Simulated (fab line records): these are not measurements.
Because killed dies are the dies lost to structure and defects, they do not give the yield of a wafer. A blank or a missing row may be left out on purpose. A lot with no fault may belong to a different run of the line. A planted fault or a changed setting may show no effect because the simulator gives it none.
Lot-split experiment + flow n5 finfet + on a route of 1938 steps: 7 lots, 21 wafers read

== ABOUT THE SPLIT ==
At N5_BEOL_M2_ETCH_64 (etches SOC in N2/H2, target depth 75 nm, overetch 22.5 nm, time 121.9 s), the setting source w was moved away from the recipe's 840 W on 11 of the 21 wafers read, by -13.5% to +15.7%. The other wafers ran this setting at the recipe's value.

The split's own step is where the reading is taken.

== THE READING ==
rf vpp V, in V, at N5_BEOL_M2_ETCH_64 (etches SOC in N2/H2, target depth 75 nm, overetch 22.5 nm, time 121.9 s). Fault-free wafers of this fab line usually give 524.2 V, standard deviation 2.7 V.

| wafer  | tool, chamber at the split | source w as run, W | against the recipe | rf vpp V, V | against lot-mates on the recipe |
|--------|----------------------------|--------------------|--------------------|-------------|---------------------------------|
| L078.3 | rie diel-05, 3             | 968.8              | +15.3%             | 498.2       | -23.1                           |
| L078.4 | rie diel-05, 2             | 840                | recipe             | 521.3       | -                               |
| L078.5 | rie diel-05, 1             | 968.8              | +15.3%             | 496.9       | -24.4                           |
| L079.1 | rie diel-01, 2             | 840                | recipe             | 529.2       | -                               |
| L079.4 | rie diel-01, 2             | 840                | recipe             | 527.0       | -                               |
| L079.6 | rie diel-01, 1             | 840                | recipe             | 519.7       | -                               |
| L082.2 | rie diel-01, 3             | 956.4              | +13.9%             | 506.9       | -13.4                           |
| L082.3 | rie diel-01, 1             | 840                | recipe             | 520.3       | -                               |
| L082.6 | rie diel-01, 0             | 956.4              | +13.9%             | 504.3       | -16.0                           |
| L084.2 | rie diel-03, 2             | 726.6              | -13.5%             | 551.2       | +23.9                           |
| L084.3 | rie diel-03, 1             | 726.6              | -13.5%             | 552.9       | +25.6                           |
| L084.5 | rie diel-03, 1             | 840                | recipe             | 527.3       | -                               |
| L085.2 | rie diel-01, 1             | 919                | +9.4%              | 504.9       | -23.4                           |
| L085.3 | rie diel-01, 3             | 840                | recipe             | 528.3       | -                               |
| L085.6 | rie diel-01, 0             | 919                | +9.4%              | 508.6       | -19.7                           |
| L090.1 | rie diel-05, 2             | 840                | recipe             | 523.8       | -                               |
| L090.2 | rie diel-05, 3             | 840                | recipe             | 524.3       | -                               |
| L090.4 | rie diel-05, 0             | 971.6              | +15.7%             | 499.8       | -24.2                           |
| L092.2 | rie diel-03, 2             | 921                | +9.6%              | 510.3       | -10.5                           |
| L092.5 | rie diel-03, 3             | 840                | recipe             | 520.8       | -                               |
| L092.6 | rie diel-03, 0             | 921                | +9.6%              | 506.8       | -14.0                           |

FIT RESULTS
A straight line over all 21 wafers: rf vpp V changes by -1.75 V for each +1% of source w; r = -0.98; the points scatter about the line by 3.4 V.
The same after taking each lot's own level away (the mean of its wafers on the recipe; 21 wafers): -1.58 V for each +1%; r = -0.96; scatter 3.9 V.
According to that fit, moving source w by its largest amount changes the reading by 25 V.
Across the lots, their own levels run from 520.30 to 528.30 V, a range of 3.0 times the standard deviation given above.
So the lot-to-lot level changes the slope: the two fits differ.
Check: with one of the wafers moved furthest among these (+15.7%) left out of the fit, the line predicts -24 V for it against its lot-mates. Against them it came out at -24.2 V.
Tool readings at the split's step, against how far the setting was moved: rf vpp V r = -0.98.

== THESE WAFERS: OTHER SPLITS ==
Other splits were also applied to these wafers ahead of the reading. Each is held against what the fit with the lots' levels taken away leaves over:
| other split on the same wafers | wafers away from the commonest value | r with rf vpp V (lot level and that fit taken away) |
|--------------------------------|--------------------------------------|-----------------------------------------------------|
| N5_BEOL_M1_COAT_61 spin rpm    | 9                                    | +0.10                                               |
| N5_BEOL_M2_DESCUM_16 time s    | 6                                    | +0.27                                               |

== THE WHOLE CHAIN: every reading that the file lists as answering this split, in the file's order ==
| step               | what it does                                                            | reading                                                                          | change (the file's fit)                | r (the file's) |
|--------------------|-------------------------------------------------------------------------|----------------------------------------------------------------------------------|----------------------------------------|----------------|
| N5_BEOL_M2_ETCH_64 | etches SOC in N2/H2, target depth 75 nm, overetch 22.5 nm, time 121.9 s | rf vpp V                                                                         | -1.55 V for each +1% of the setting    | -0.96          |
| N5_BEOL_M2_ETCH_64 | etches SOC in N2/H2, target depth 75 nm, overetch 22.5 nm, time 121.9 s | SiARC_of_BEOL_M2_COAT_62.thk nm (the simulator's own value, which no gauge read) | -0.0384 nm for each +1% of the setting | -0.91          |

== FILE'S OWN FIT ==
rf vpp V changes by -1.55 V for each +1% of source w, r = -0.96.
